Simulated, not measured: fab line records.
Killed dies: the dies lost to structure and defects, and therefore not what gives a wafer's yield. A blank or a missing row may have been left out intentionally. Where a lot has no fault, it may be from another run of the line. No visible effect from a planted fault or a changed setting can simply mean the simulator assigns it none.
Which tool did it? | flow nand-harc | 12 lots with 36 wafers sampled at 5 steps, on a route of 1302 steps

WHAT THE GAUGES READ, wafer by wafer
NHARC_END_SORT_01. Usual: killed-at-array 59, standard deviation 20; killed-at-other 0.8, standard deviation 1.1; killed-at-periphery 5, standard deviation 3.1; killed-dies 64, standard deviation 21; killed-open 3.4, standard deviation 1.9; killed-short 2.3, standard deviation 1.7.
lot  | measured     | on        | killed-at-array | killed-at-other | killed-at-periphery | killed-dies | killed-open | killed-short | flag
L304 | day 24 22:13 | prober-01 | 150 174 141     | 1 0 0           | 13 8 6              | 164 182 147 | 15 19 9     | 63 66 61     | OFF
L307 | day 25 11:32 | prober-02 | 152 141 147     | 0 1 2           | 1 3 4               | 153 145 153 | 22 14 20    | 73 62 75     | OFF
L308 | day 25 11:29 | prober-01 | 100 98 104      | 1 0 0           | 6 2 2               | 107 100 106 | 22 16 16    | 70 65 74     | OFF

WHAT TOOL EACH LOT RAN ON (gives the tool, then ch and the chambers of the sampled wafers, and finally the start)
lot  | NHARC_A_SLIT_ETCH_29               | NHARC_A_SLIT_STRIP_18                         | NHARC_A_WL_FILL_ALD_02              | NHARC_A_WL_FILL_STRIP_27
L304 | rie-diel-09 ch 2,3, day 20 14:26   | rie-diel-09 ch 0,2, day 20 20:52 or earlier   | ald-metal-02 ch 0,2,3, day 20 20:52 | plasma-asher-02 ch 0,1, day 20 22:03
L307 | rie-diel-10 ch 0,1, day 21 09:28   | rie-diel-10 ch 0,1, day 21 17:19 or earlier   | ald-metal-02 ch 1,2,3, day 21 17:19 | plasma-asher-02 ch 0,1, day 21 18:26
L308 | rie-diel-09 ch 0,2,3, day 21 09:38 | rie-diel-09 ch 1,2, day 21 17:25 or earlier   | ald-metal-03 ch 1,2,3, day 21 17:25 | plasma-asher-01 ch 0,1, day 21 18:44
L316 | rie-diel-06 ch 1,2, day 25 01:30   | rie-diel-06 ch 1,2,3, day 25 09:12 or earlier | ald-metal-03 ch 0,1, day 25 09:12   | plasma-asher-01 ch 0,1, day 25 10:28
L317 | rie-diel-10 ch 0,1, day 25 06:53   | rie-diel-10 ch 0,3, day 25 14:48 or earlier   | ald-metal-01 ch 0,2,3, day 25 14:48 | plasma-asher-01 ch 0,1, day 25 15:55
L318 | rie-diel-09 ch 0,1,2, day 25 21:20 | rie-diel-09 ch 0,1,2, day 26 04:58 or earlier | ald-metal-02 ch 0,1,2, day 26 04:58 | plasma-asher-01 ch 0,1, day 26 06:10
L321 | rie-diel-09 ch 0,2,3, day 27 03:04 | rie-diel-09 ch 2,3, day 27 10:52 or earlier   | ald-metal-03 ch 1,2,3, day 27 10:52 | plasma-asher-02 ch 0,1, day 27 11:59
L322 | rie-diel-06 ch 0,2,3, day 27 11:12 | rie-diel-06 ch 0,1,3, day 27 18:59 or earlier | ald-metal-02 ch 1,2,3, day 27 18:59 | plasma-asher-02 ch 0,1, day 27 20:10
L323 | rie-diel-06 ch 1,2,3, day 27 19:11 | rie-diel-06 ch 0,1,2, day 28 03:22 or earlier | ald-metal-03 ch 0,1,3, day 28 03:22 | plasma-asher-02 ch 0, day 28 04:32
L324 | rie-diel-06 ch 0,1,3, day 28 09:40 | rie-diel-06 ch 1,3, day 28 17:19 or earlier   | ald-metal-03 ch 0,1,2, day 28 17:19 | plasma-asher-02 ch 0,1, day 28 18:31
L326 | rie-diel-10 ch 0,1,2, day 29 03:51 | rie-diel-10 ch 1,3, day 29 11:37 or earlier   | ald-metal-02 ch 0,1,2, day 29 11:37 | plasma-asher-02 ch 1, day 29 12:49
L327 | rie-diel-09 ch 1,3, day 29 19:33   | rie-diel-09 ch 0,1, day 30 03:02 or earlier   | ald-metal-03 ch 0,1, day 30 03:02   | plasma-asher-02 ch 0,1, day 30 04:15
- NHARC_A_SLIT_ETCH_29: etches the open film in CF4/O2, target depth 100 nm, overetch 10 nm, time 55 s.
- NHARC_A_SLIT_STRIP_18: strips in O2.
- NHARC_A_WL_FILL_ALD_02: deposits TiN, target thk 2 nm, pulse time 3 s, ald cycles 100.
- NHARC_A_WL_FILL_STRIP_27: strips in N2/H2, time 20 s.

WHAT THE TOOLS THEMSELVES READ (means of the sampled wafers that have a number; where no wafer has one, the mark that the record gives instead)
NHARC_A_SLIT_ETCH_29. Usual: drypump-motor-current-A 5.9 A, standard deviation 0.46; mfc-ar-sccm 0.006 sccm, standard deviation 0.0097; oes-product-au 0.999 a.u., standard deviation 0.015; rf-vpp-V 197.9 V, standard deviation 1.2; showerhead-plenum-p-Torr 1.34 Torr, standard deviation 0.037; throttle-valve-pct 13.397 %, standard deviation 0.0086.
lot  | tool        | drypump-motor-current-A (A) | mfc-ar-sccm (sccm) | oes-product-au (a.u.) | rf-vpp-V (V) | showerhead-plenum-p-Torr (Torr) | throttle-valve-pct (%) | flag
L304 | rie-diel-09 | 5.6                         | 0.007              | 1.009                 | 199.0        | 1.36                            | 13.398                 |
L307 | rie-diel-10 | 6.1                         | 0.000              | 1.005                 | 197.7        | 1.33                            | 13.400                 |
L308 | rie-diel-09 | 5.6                         | 0.004              | 1.007                 | 197.9        | 1.33                            | 13.392                 |
L316 | rie-diel-06 | 6.4                         | 0.000              | 0.997                 | 197.7        | 1.33                            | 13.404                 |
L317 | rie-diel-10 | 6.1                         | 0.000              | 1.000                 | 197.7        | 1.33                            | 13.406                 |
L318 | rie-diel-09 | 5.5                         | 0.002              | 1.003                 | 197.6        | 1.32                            | 13.392                 |
L321 | rie-diel-09 | 5.6                         | 0.004              | 0.991                 | 197.5        | 1.33                            | 13.400                 |
L322 | rie-diel-06 | 5.8                         | 0.006              | 0.994                 | 197.7        | 1.35                            | 13.394                 |
L323 | rie-diel-06 | 6.2                         | 0.000              | 0.997                 | 198.3        | 1.34                            | 13.400                 |
L324 | rie-diel-06 | 6.1                         | 0.006              | 0.991                 | 198.6        | 1.37                            | 13.389                 |
L326 | rie-diel-10 | 6.3                         | 0.010              | 1.004                 | 197.6        | 1.33                            | 13.403                 |
L327 | rie-diel-09 | 5.4                         | 0.008              | 0.995                 | 198.1        | 1.36                            | 13.388                 |

NHARC_A_SLIT_STRIP_18. Usual: value, then standard deviation, for each; chamber-pressure-mTorr 60.00 mTorr / 0.056; drypump-motor-current-A 5.9 A / 0.45; mfc-ar-sccm 0.006 sccm / 0.0096; oes-product-au 1.000 a.u. / 0.014; rf-vpp-V 57.6 V / 0.9; showerhead-plenum-p-Torr 3.54 Torr / 0.094; throttle-valve-pct 17.036 % / 0.01.
lot  | tool        | chamber-pressure-mTorr (mTorr) | drypump-motor-current-A (A) | mfc-ar-sccm (sccm) | oes-product-au (a.u.) | rf-vpp-V (V) | showerhead-plenum-p-Torr (Torr) | throttle-valve-pct (%) | flag
L304 | rie-diel-09 | 59.99                          | 5.6                         | 0.000              | 1.008                 | 57.0         | 3.43                            | 17.026                 |
L307 | rie-diel-10 | 60.00                          | 6.2                         | 0.000              | 1.004                 | 57.7         | 3.60                            | 17.046                 |
L308 | rie-diel-09 | 60.01                          | 5.5                         | 0.004              | 1.032                 | 57.5         | 3.55                            | 17.023                 |
L316 | rie-diel-06 | 60.01                          | 6.2                         | 0.000              | 1.005                 | 58.0         | 3.55                            | 17.040                 |
L317 | rie-diel-10 | 60.03                          | 6.2                         | 0.000              | 0.995                 | 57.5         | 3.58                            | 17.036                 |
L318 | rie-diel-09 | 60.02                          | 5.6                         | 0.002              | 1.000                 | 57.8         | 3.49                            | 17.035                 |
L321 | rie-diel-09 | 59.96                          | 5.7                         | 0.004              | 0.992                 | 57.5         | 3.54                            | 17.037                 |
L322 | rie-diel-06 | 60.02                          | 6.1                         | 0.006              | 0.985                 | 57.4         | 3.62                            | 17.044                 |
L323 | rie-diel-06 | 59.91                          | 6.0                         | 0.006              | 0.986                 | 57.6         | 3.54                            | 17.040                 |
L324 | rie-diel-06 | 59.98                          | 6.2                         | 0.000              | 0.996                 | 59.0         | 3.63                            | 17.034                 |
L326 | rie-diel-10 | 60.02                          | 6.0                         | 0.000              | 0.988                 | 56.2         | 3.50                            | 17.040                 |
L327 | rie-diel-09 | 60.02                          | 5.4                         | 0.004              | 1.007                 | 58.3         | 3.51                            | 17.037                 |

NHARC_A_WL_FILL_ALD_02. Usual: heater-power-outer-w 701 W, standard deviation 78; heater-power-w 1101 W, standard deviation 100; precursor-pulse-height-rel 1.000, standard deviation 0.02.
lot  | tool         | heater-power-outer-w (W) | heater-power-w (W) | precursor-pulse-height-rel | flag
L304 | ald-metal-02 | 726                      | 1157               | 1.007                      |
L307 | ald-metal-02 | 700                      | 1113               | 1.004                      |
L308 | ald-metal-03 | 774                      | 1184               | 0.997                      |
L316 | ald-metal-03 | 705                      | 1110               | 1.013                      |
L317 | ald-metal-01 | 660                      | 1060               | 0.982                      |
L318 | ald-metal-02 | 685                      | 1113               | 1.007                      |
L321 | ald-metal-03 | 757                      | 1167               | 0.985                      |
L322 | ald-metal-02 | 719                      | 1122               | 0.982                      |
L323 | ald-metal-03 | 694                      | 1104               | 1.003                      |
L324 | ald-metal-03 | 688                      | 1097               | 1.004                      |
L326 | ald-metal-02 | 717                      | 1108               | 1.006                      |
L327 | ald-metal-03 | 712                      | 1106               | 1.032                      |

NHARC_A_WL_FILL_STRIP_27. Usual: drypump-motor-current-A 5.8 A, standard deviation 0.49; heater-power-w 325 W, standard deviation 38.
lot  | tool            | drypump-motor-current-A (A) | heater-power-w (W) | flag
L304 | plasma-asher-02 | -                           | -                  | OFF
L307 | plasma-asher-02 | -                           | -                  | OFF
L308 | plasma-asher-01 | -                           | -                  | OFF
L316 | plasma-asher-01 | 6.2                         | 300                |
L317 | plasma-asher-01 | 6.2                         | 308                |
L318 | plasma-asher-01 | 6.2                         | 302                |
L321 | plasma-asher-02 | 5.8                         | 352                |
L322 | plasma-asher-02 | 5.5                         | 351                |
L323 | plasma-asher-02 | 6.1                         | 357                |
L324 | plasma-asher-02 | 5.5                         | 355                |
L326 | plasma-asher-02 | 5.2                         | 359                |
L327 | plasma-asher-02 | 5.8                         | 355                |

THE ANSWER, worked out from the rows above alone
Rule: a lot counts as off when the mean over its wafers that have a number is more than 3 standard deviations away from the usual mean. Also off: a lot with no number at a reading for which 4 or more lots have one. All remaining lots with rows at the step are treated as sound. After the gauges, taken in route order, come the tools' own readings; for these a lot's mean is taken, as printed above. The first step at which some lot is off is used, and at that step the reading that is off furthest; a lot without a number counts as furthest.
Off at NHARC_END_SORT_01 (killed-short): L304, L307, L308. Neither off nor sound, because the step has no rows for them: L316, L317, L318, L321, L322, L323, L324, L326, L327.
If a tool, at a process step before that reading, ran all the lots that are off and no sound lot after the first of them, it fits. Not tried: the gauges at NHARC_END_SORT_01; whatever is off there is also off at NHARC_A_WL_FILL_STRIP_27, on other tools, and gauge error can't account for it. Because NHARC_A_SLIT_STRIP_18 lacks a start for some lots, the hours and order of its lots are taken from NHARC_A_WL_FILL_ALD_02. Not one of the candidates tried fits.

WHAT THE SIMULATOR PUT IN
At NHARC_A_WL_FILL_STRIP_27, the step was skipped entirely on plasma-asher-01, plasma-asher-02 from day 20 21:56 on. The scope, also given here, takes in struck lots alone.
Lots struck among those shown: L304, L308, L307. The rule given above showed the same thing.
